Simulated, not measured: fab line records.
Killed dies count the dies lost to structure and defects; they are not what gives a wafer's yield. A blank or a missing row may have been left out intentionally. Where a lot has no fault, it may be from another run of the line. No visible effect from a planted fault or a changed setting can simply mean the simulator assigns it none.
Which tool did it?	flow nandHarc	63 wafers from 21 lots sampled at 6 of the route's 1159 steps

WHAT THE GAUGES SHOWED, per wafer
NHARC_A_CONTACT_INSPECT_10. Usual: rawDefectCount at 30, with a standard deviation of 14.
lot	measured	on	rawDefectCount	flag
L075	day 17 01:49	defectInspect-02	13 26 25	
L074	day 17 03:02	defectInspect-02	19 17 31	
L077	day 17 17:47	defectInspect-01	26 28 26	
L078	day 18 04:56	defectInspect-02	39 36 24	
L079	day 18 09:59	defectInspect-02	15 12 11	
L081	day 18 23:39	defectInspect-01	10 9 14	
L084	day 19 12:20	defectInspect-01	20 26 19	
L085	day 19 18:42	defectInspect-01	36 19 35	
L083	day 19 19:40	defectInspect-01	27 29 29	
L082	day 19 20:03	defectInspect-01	20 24 27	
L087	day 20 08:03	defectInspect-01	22 27 35	
L086	day 20 09:08	defectInspect-01	18 18 12	
L088	day 20 21:58	defectInspect-01	35 42 39	
L089	day 20 23:20	defectInspect-01	41 29 37	
L090	day 21 12:14	defectInspect-01	15 10 16	
L091	day 21 12:34	defectInspect-01	55 63 46	
L092	day 21 17:50	defectInspect-01	40 47 44	
L095	day 22 12:53	defectInspect-01	43 46 42	
L094	day 22 16:09	defectInspect-01	63 62 53	
L096	day 22 19:52	defectInspect-01	14 16 16	
L097	day 23 01:27	defectInspect-02	39 36 35	

NHARC_A_BONDPAD_CD_MEAS_13. Usual: cdNm at 498.0 nm, with a standard deviation of 1.6.
lot	measured	on	cdNm (nm)	flag
L075	day 18 06:31	cdSem-03	495.8 498.1 498.3	
L074	day 18 07:02	cdSem-01	501.0 496.7 499.0	
L077	day 18 16:34	cdSem-02	498.3 498.7 499.7	
L078	day 19 00:23	cdSem-01	500.0 495.7 499.7	
L079	day 19 10:42	cdSem-01	495.8 497.8 494.7	
L081	day 19 22:58	cdSem-03	496.8 498.6 498.3	
L084	day 20 07:17	cdSem-03	499.5 499.3 499.4	
L085	day 20 15:31	cdSem-01	499.1 497.1 498.4	
L083	day 21 02:39	cdSem-03	495.5 495.4 498.1	
L082	day 21 03:32	cdSem-03	500.0 497.3 500.4	
L087	day 21 07:04	cdSem-02	499.3 501.0 497.7	
L086	day 21 07:55	cdSem-01	498.5 499.9 499.3	
L088	day 22 06:14	cdSem-01	496.6 499.4 498.0	
L089	day 22 07:01	cdSem-03	499.7 498.9 498.2	
L090	day 22 19:19	cdSem-02	497.3 498.2 494.3	
L091	day 22 20:23	cdSem-02	498.0 497.0 497.5	
L092	day 22 23:07	cdSem-02	497.8 501.1 496.4	
L095	day 23 09:32	cdSem-02	498.1 500.3 497.8	
L094	day 23 16:08	cdSem-03	499.3 496.9 497.1	
L096	day 23 20:03	cdSem-02	497.8 500.8 499.2	
L097	day 23 20:31	cdSem-02	497.5 501.2 498.1	

TOOL THAT RAN EACH LOT (tool first, then ch and the chambers of the sampled wafers, then the start)
lot	NHARC_A_CONTACT_ETCH_92	NHARC_A_BLC_STRIP_21	NHARC_A_M0_STRIP_18	NHARC_A_M1_STRIP_18
L075	rieDiel-01 ch 0,3, day 17 05:04	rieDiel-08 ch 0,1, day 17 14:44	rieDiel-10 ch 0,2,3, day 17 21:35	rieDiel-06 ch 0,1,3, day 18 01:52
L074	rieDiel-01 ch 0,1, day 17 05:14	rieDiel-08 ch 0,3, day 17 15:32	rieDiel-02 ch 2,3, day 17 22:11	rieDiel-13 ch 0,1,2, day 18 02:25
L077	rieDiel-01 ch 1,3, day 17 20:01	rieDiel-11 ch 0,2, day 18 03:55	rieDiel-07 ch 2,3, day 18 07:10	rieDiel-12 ch 0,1,3, day 18 11:20
L078	rieDiel-01 ch 0,1,3, day 18 07:20	rieDiel-08 ch 0,3, day 18 11:47	rieDiel-10 ch 0,3, day 18 15:27	rieDiel-13 ch 2,3, day 18 19:35
L079	rieDiel-01 ch 0,3, day 18 12:10	rieDiel-08 ch 1,2,3, day 18 20:44	rieDiel-10 ch 0,2, day 19 00:57	rieDiel-13 ch 2,3, day 19 05:42
L081	rieDiel-01 ch 0,1,3, day 19 01:53	rieDiel-08 ch 0,2,3, day 19 08:34	rieDiel-10 ch 0,2, day 19 13:21	rieDiel-13 ch 0,2, day 19 17:31
L084	rieDiel-01 ch 1,2,3, day 19 14:32	rieDiel-11 ch 1,2, day 19 19:01	rieDiel-10 ch 0,2, day 19 22:16	rieDiel-12 ch 1,2,3, day 20 02:32
L085	rieDiel-09 ch 0,1,2, day 19 20:55	rieDiel-08 ch 0,1, day 20 01:59	rieDiel-07 ch 0,1,2, day 20 06:35	rieDiel-06 ch 1,2, day 20 10:40
L083	rieDiel-03 ch 1,2, day 19 21:50	rieDiel-08 ch 0,1, day 20 06:31	rieDiel-10 ch 0,1,3, day 20 17:48	rieDiel-12 ch 0,1, day 20 21:54
L082	rieDiel-01 ch 0,2,3, day 19 22:14	rieDiel-11 ch 0,2, day 20 06:40	rieDiel-10 ch 0,1, day 20 18:13	rieDiel-06 ch 1,2, day 20 22:28
L087	rieDiel-09 ch 1,2,3, day 20 10:25	rieDiel-11 ch 0,2,3, day 20 18:56	rieDiel-10 ch 0,2,3, day 20 22:28	rieDiel-06 ch 0,1,2, day 21 02:28
L086	rieDiel-01 ch 0,1, day 20 12:12	rieDiel-11 ch 0,1,2, day 20 19:50	rieDiel-10 ch 0,3, day 20 23:11	rieDiel-06 ch 0,1,2, day 21 03:17
L088	rieDiel-01 ch 0,1,2, day 21 00:08	rieDiel-04 ch 1,3, day 21 11:19	rieDiel-02 ch 0,1,3, day 21 21:07	rieDiel-12 ch 0,1, day 22 01:34
L089	rieDiel-03 ch 0,1,2, day 21 01:50	rieDiel-04 ch 1,2,3, day 21 12:11	rieDiel-07 ch 0,2,3, day 21 21:28	rieDiel-13 ch 0,2, day 22 01:44
L090	rieDiel-03 ch 2,3, day 21 14:32	rieDiel-08 ch 1,2,3, day 21 23:34	rieDiel-10 ch 1,3, day 22 08:52	rieDiel-13 ch 0,1, day 22 13:53
L091	rieDiel-09 ch 0,1,2, day 21 14:45	rieDiel-11 ch 0,1,2, day 22 00:31	rieDiel-02 ch 0,1,2, day 22 10:04	rieDiel-06 ch 2,3, day 22 14:46
L092	rieDiel-03 ch 0,1,2, day 21 23:27	rieDiel-11 ch 0,1,3, day 22 10:12	rieDiel-02 ch 0,2,3, day 22 13:58	rieDiel-13 ch 0,2,3, day 22 18:25
L095	rieDiel-01 ch 2,3, day 22 15:15	rieDiel-11 ch 0,1,2, day 22 20:37	rieDiel-07 ch 0,2,3, day 23 00:11	rieDiel-12 ch 0,2,3, day 23 04:17
L094	rieDiel-09 ch 0,1, day 22 18:30	rieDiel-11 ch 0,1, day 22 23:24	rieDiel-07 ch 0,2,3, day 23 07:14	rieDiel-06 ch 0,3, day 23 11:17
L096	rieDiel-01 ch 0,1, day 22 22:56	rieDiel-11 ch 0,3, day 23 07:50	rieDiel-07 ch 0,1,2, day 23 11:13	rieDiel-13 ch 0,2, day 23 15:22
L097	rieDiel-09 ch 1,3, day 23 03:37	rieDiel-11 ch 0,2, day 23 08:41	rieDiel-07 ch 0,3, day 23 11:52	rieDiel-13 ch 0,2, day 23 16:01
- NHARC_A_CONTACT_ETCH_92: etches the open film in CH3F/O2, target depth 40 nm, time 85.7 s.
- NHARC_A_BLC_STRIP_21: strips in O2.
- NHARC_A_M0_STRIP_18: strips in N2/H2.
- NHARC_A_M1_STRIP_18: strips in N2/H2.

AS READ BY THE TOOLS THEMSELVES (means over the sampled wafers that have a number; for cases with no such wafer, the mark the record gives instead)
NHARC_A_CONTACT_ETCH_92. Usual: chamberPressureMTorr 24.998 mTorr, standard deviation 0.023; drypumpMotorCurrentA 5.7 A, standard deviation 0.41; oesProductAu 0.933 a.u., standard deviation 0.026; rfVppV 244.3 V, standard deviation 1.8; showerheadPlenumPTorr 2.45 Torr, standard deviation 0.12; throttleValvePct 20.663 %, standard deviation 0.01.
lot	tool	chamberPressureMTorr (mTorr)	drypumpMotorCurrentA (A)	oesProductAu (a.u.)	rfVppV (V)	showerheadPlenumPTorr (Torr)	throttleValvePct (%)	flag
L075	rieDiel-01	24.993	5.9	0.926	246.3	2.57	20.669	
L074	rieDiel-01	24.990	5.9	0.924	243.0	2.44	20.664	
L077	rieDiel-01	24.988	6.1	0.997	243.5	2.36	20.667	
L078	rieDiel-01	25.001	6.0	0.927	244.9	2.47	20.661	
L079	rieDiel-01	25.006	6.0	0.931	245.1	2.50	20.672	
L081	rieDiel-01	25.010	6.0	0.920	244.8	2.47	20.657	
L084	rieDiel-01	24.994	5.9	0.922	242.7	2.38	20.656	
L085	rieDiel-09	24.990	5.7	1.001	244.2	2.43	20.669	
L083	rieDiel-03	24.986	4.9	0.929	246.0	2.56	20.664	
L082	rieDiel-01	24.976	5.8	0.928	243.8	2.49	20.663	
L087	rieDiel-09	24.988	5.4	0.926	243.6	2.45	20.661	
L086	rieDiel-01	25.018	5.8	0.917	245.5	2.54	20.665	
L088	rieDiel-01	24.990	5.8	0.925	244.7	2.46	20.669	
L089	rieDiel-03	24.982	5.3	0.920	245.4	2.54	20.679	
L090	rieDiel-03	24.999	5.2	0.928	243.9	2.49	20.654	
L091	rieDiel-09	24.981	5.7	0.919	244.1	2.42	20.665	
L092	rieDiel-03	24.999	5.2	0.924	244.8	2.54	20.658	
L095	rieDiel-01	24.988	6.0	0.991	243.2	2.40	20.664	
L094	rieDiel-09	24.990	5.9	0.931	243.3	2.41	20.664	
L096	rieDiel-01	25.011	6.0	0.918	244.4	2.43	20.662	
L097	rieDiel-09	25.001	5.2	0.931	243.1	2.36	20.663	

NHARC_A_BLC_STRIP_21. Usual: chamberPressureMTorr 60.00 mTorr, standard deviation 0.057; drypumpMotorCurrentA 5.7 A, standard deviation 0.3; oesProductAu 0.999 a.u., standard deviation 0.01; rfVppV 57.8 V, standard deviation 0.92; showerheadPlenumPTorr 3.48 Torr, standard deviation 0.13; throttleValvePct 17.037 %, standard deviation 0.0083.
lot	tool	chamberPressureMTorr (mTorr)	drypumpMotorCurrentA (A)	oesProductAu (a.u.)	rfVppV (V)	showerheadPlenumPTorr (Torr)	throttleValvePct (%)	flag
L075	rieDiel-08	60.02	5.8	1.001	58.0	3.65	17.039	
L074	rieDiel-08	60.04	5.9	0.986	57.9	3.47	17.035	
L077	rieDiel-11	60.00	5.6	1.001	57.6	3.44	17.040	
L078	rieDiel-08	59.93	5.9	1.004	57.3	3.47	17.036	
L079	rieDiel-08	60.02	5.7	0.990	58.2	3.61	17.032	
L081	rieDiel-08	59.97	5.7	0.994	58.2	3.52	17.032	
L084	rieDiel-11	59.99	5.8	1.007	57.4	3.48	17.040	
L085	rieDiel-08	59.97	5.8	0.996	58.6	3.65	17.039	
L083	rieDiel-08	59.98	5.8	0.993	57.9	3.65	17.036	
L082	rieDiel-11	59.96	5.5	0.993	57.7	3.39	17.037	
L087	rieDiel-11	59.95	5.6	0.998	58.3	3.39	17.038	
L086	rieDiel-11	59.99	5.7	0.994	58.1	3.43	17.034	
L088	rieDiel-04	59.99	5.9	1.009	58.1	3.62	17.039	
L089	rieDiel-04	60.04	5.7	0.995	56.8	3.55	17.043	
L090	rieDiel-08	59.98	5.7	0.997	57.6	3.61	17.041	
L091	rieDiel-11	59.98	5.8	0.997	57.8	3.42	17.038	
L092	rieDiel-11	60.01	5.8	0.998	57.7	3.37	17.035	
L095	rieDiel-11	59.95	5.8	1.003	58.1	3.42	17.031	
L094	rieDiel-11	60.08	5.7	0.991	57.4	3.36	17.037	
L096	rieDiel-11	59.98	5.6	1.009	57.3	3.34	17.041	
L097	rieDiel-11	60.01	5.5	0.989	57.3	3.38	17.037	

NHARC_A_M0_STRIP_18. Usual: chamberPressureMTorr 30.003 mTorr, standard deviation 0.028; drypumpMotorCurrentA 5.7 A, standard deviation 0.35; oesProductAu 0.998 a.u., standard deviation 0.0076; rfVppV 91.0 V, standard deviation 0.95; showerheadPlenumPTorr 2.09 Torr, standard deviation 0.097; throttleValvePct 14.172 %, standard deviation 0.009.
lot	tool	chamberPressureMTorr (mTorr)	drypumpMotorCurrentA (A)	oesProductAu (a.u.)	rfVppV (V)	showerheadPlenumPTorr (Torr)	throttleValvePct (%)	flag
L075	rieDiel-10	29.992	5.7	0.998	90.9	2.09	14.176	
L074	rieDiel-02	30.014	5.8	1.001	91.7	2.08	14.172	
L077	rieDiel-07	30.043	5.4	0.997	90.0	2.02	14.177	
L078	rieDiel-10	30.006	5.4	0.999	90.5	2.06	14.172	
L079	rieDiel-10	30.026	5.8	0.999	90.4	2.03	14.170	
L081	rieDiel-10	30.001	5.9	0.997	91.0	2.03	14.168	
L084	rieDiel-10	29.983	5.9	1.005	90.3	2.02	14.171	
L085	rieDiel-07	30.006	5.5	0.994	90.9	2.15	14.164	
L083	rieDiel-10	30.003	5.6	1.002	90.9	2.08	14.175	
L082	rieDiel-10	30.026	5.8	1.003	91.4	2.10	14.169	
L087	rieDiel-10	30.001	5.7	0.989	90.9	2.08	14.173	
L086	rieDiel-10	30.067	5.5	1.005	90.3	2.00	14.177	
L088	rieDiel-02	29.993	5.9	0.993	91.5	2.07	14.171	
L089	rieDiel-07	29.992	5.5	0.998	90.8	2.07	14.175	
L090	rieDiel-10	29.986	5.4	0.991	91.0	2.14	14.175	
L091	rieDiel-02	30.001	5.9	1.014	90.8	2.10	14.158	
L092	rieDiel-02	29.994	5.9	0.994	91.1	2.08	14.173	
L095	rieDiel-07	29.997	5.5	0.995	90.4	2.06	14.168	
L094	rieDiel-07	29.984	5.5	0.996	91.0	2.06	14.182	
L096	rieDiel-07	29.993	5.5	0.983	90.9	2.15	14.164	
L097	rieDiel-07	30.003	5.7	0.995	90.7	2.02	14.180	

NHARC_A_M1_STRIP_18. Usual: chamberPressureMTorr 30.001 mTorr, standard deviation 0.027; drypumpMotorCurrentA 5.9 A, standard deviation 0.56; oesProductAu 0.996 a.u., standard deviation 0.0088; rfVppV 90.5 V, standard deviation 1; showerheadPlenumPTorr 2.02 Torr, standard deviation 0.094; throttleValvePct 14.170 %, standard deviation 0.0089.
lot	tool	chamberPressureMTorr (mTorr)	drypumpMotorCurrentA (A)	oesProductAu (a.u.)	rfVppV (V)	showerheadPlenumPTorr (Torr)	throttleValvePct (%)	flag
L075	rieDiel-06	29.967	6.4	0.996	90.1	1.97	14.178	
L074	rieDiel-13	30.019	5.5	0.991	90.2	2.03	14.171	
L077	rieDiel-12	29.982	5.7	1.001	90.9	2.04	14.171	
L078	rieDiel-13	30.028	5.9	0.993	90.2	1.96	14.169	
L079	rieDiel-13	29.994	6.2	0.990	89.5	1.99	14.170	
L081	rieDiel-13	29.990	5.1	0.983	91.4	2.05	14.181	
L084	rieDiel-12	30.000	5.8	0.996	89.4	2.09	14.170	
L085	rieDiel-06	30.002	5.9	1.001	90.4	2.00	14.165	
L083	rieDiel-12	29.991	5.3	0.991	91.1	2.09	14.169	
L082	rieDiel-06	30.011	5.5	0.998	91.8	2.09	14.168	
L087	rieDiel-06	29.999	6.0	1.000	90.9	2.00	14.172	
L086	rieDiel-06	30.021	6.0	1.006	91.2	2.00	14.171	
L088	rieDiel-12	30.020	5.5	0.993	91.4	2.06	14.165	
L089	rieDiel-13	30.015	5.3	0.998	89.7	1.98	14.170	
L090	rieDiel-13	30.022	5.2	1.003	91.2	2.09	14.168	
L091	rieDiel-06	29.981	6.1	0.993	91.8	2.13	14.168	
L092	rieDiel-13	30.005	5.7	0.999	90.7	2.01	14.167	
L095	rieDiel-12	29.998	5.9	0.986	90.4	2.05	14.163	
L094	rieDiel-06	29.988	6.5	1.013	90.7	1.97	14.171	
L096	rieDiel-13	30.001	5.1	0.998	90.0	2.05	14.167	
L097	rieDiel-13	30.020	5.3	0.993	89.9	1.98	14.164	

THE ANSWER, worked out from the rows above alone
Rule: take the mean of a lot's wafers that have a number; if it is more than 3 standard deviations from the usual mean, the lot is off. Also off: a lot with no number at a reading for which 4 or more lots have one. Where the step has rows for the other lots, those lots are counted as sound. Order of review: gauges by route order, followed by the tools' own readings, for which a lot's mean as printed above is used. The first step at which some lot is off is used, and at that step the reading that is off furthest; a lot without a number counts as furthest.
No lot is off at any reading shown: from this, nothing can be told.

WHAT THE SIMULATOR PUT IN
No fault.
